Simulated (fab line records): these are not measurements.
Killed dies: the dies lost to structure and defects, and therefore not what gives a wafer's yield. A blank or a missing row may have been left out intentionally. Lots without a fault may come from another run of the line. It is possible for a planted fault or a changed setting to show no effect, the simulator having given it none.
What tool caused it? ; flow nand-harc ; 7 lots (21 wafers sampled), 1 step of a 1159-step route

== WHAT THE GAUGES SHOWED, per wafer ==
NHARC_P_STI_INSPECT_25.
lot;measured;on;raw-defect-count
L457;day 3 16:50;defect-inspect-02;443 207 144
L460;day 4 06:12;defect-inspect-02;167 173 153
L462;day 4 19:11;defect-inspect-02;165 148 170
L465;day 5 19:32;defect-inspect-01;291 222 201
L470;day 7 00:35;defect-inspect-02;190 263 314
L475;day 7 23:11;defect-inspect-02;271 190 187
L480;day 9 06:31;defect-inspect-01;302 346 337

== WHAT TOOL EACH LOT RAN ON (gives the tool, then ch and the chambers of the sampled wafers, and finally the start) ==
Before these readings, the record contains no process step.

== THE ANSWER, worked out from the rows above alone ==
Rule: the usual values come from the lots themselves. The widest of any qualifying gaps counts: lots, ordered by their means at a reading, are off when they make up no more than a third of the lots, leave a main group of 4 or more, and stand apart from it by 3 or more times the standard deviation of that group's means. If all means in a main group match to the digits the tables above print for the reading, that group is not used. Also off: a lot with no number at a reading for which 4 or more lots have one. All remaining lots with rows at the step are treated as sound.
None of the lots is off at any reading shown; this tells nothing.

== WHAT THE SIMULATOR PUT IN ==
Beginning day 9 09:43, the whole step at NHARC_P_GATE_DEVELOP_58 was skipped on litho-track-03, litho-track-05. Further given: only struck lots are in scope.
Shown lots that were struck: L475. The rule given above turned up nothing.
